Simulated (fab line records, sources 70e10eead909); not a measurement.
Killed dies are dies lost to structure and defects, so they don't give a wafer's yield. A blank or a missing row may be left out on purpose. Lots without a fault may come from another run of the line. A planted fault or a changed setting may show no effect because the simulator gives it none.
Chamber matching | flow nand_harc | NHARC_A_STAIRCASE_DEP_151 on pecvd-01: 3 sister chambers
The step deposits SiO2, target thk 3800 nm. 14 wafers are shown with their chamber, then 7 later ones without.

WAFERS WITH THEIR CHAMBER
wafer  | chamber | heater_power_w (W)
L078.1 | 1       | 613
L078.3 | 0       | 761
L078.5 | 1       | 605
L079.2 | 1       | 718
L079.3 | 0       | 818
L079.4 | 0       | 639
L082.3 | 0       | 757
L082.5 | 2       | 751
L082.6 | 1       | 605
L081.4 | 0       | 622
L081.5 | 2       | 737
L081.6 | 1       | 608
L087.1 | 2       | 811
L087.3 | 1       | 714

SIGNATURES (means of the wafers above)
reading        | chamber 0 | chamber 1 | chamber 2 | scatter within a chamber
heater_power_w | 719.40    | 643.83    | 766.33    | 65.8
Rule: a wafer's distance from a chamber is the root of the sum, over the readings, of the square of ((its reading less the chamber's mean) divided by the reading's scatter). The wafer belongs to the nearest chamber; if the next one is less than 2 further off, it can't be placed. The scatter: the root of (the sum of the squares of (reading less its chamber's mean) over the shown wafers, divided by (wafers less chambers)).

WAFERS WITHOUT THEIR CHAMBER
wafer  | heater_power_w (W)
L087.5 | 635
L090.1 | 760
L090.3 | 863
L090.6 | 605
L094.1 | 718
L094.4 | 604
L094.6 | 638

WHICH CHAMBER EACH WENT THROUGH
wafer  | from the rows above          | in truth
L087.5 | can't be placed: 1 or 0 or 2 | 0
L090.1 | can't be placed: 2 or 0 or 1 | 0
L090.3 | can't be placed: 2 or 0 or 1 | 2
L090.6 | can't be placed: 1 or 0 or 2 | 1
L094.1 | can't be placed: 0 or 2 or 1 | 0
L094.4 | can't be placed: 1 or 0 or 2 | 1
L094.6 | can't be placed: 1 or 0 or 2 | 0
Placed correctly: 0 of 7. Can't be placed from these rows: 7 (the true chamber is among the candidates in 7). Placed wrongly: 0.
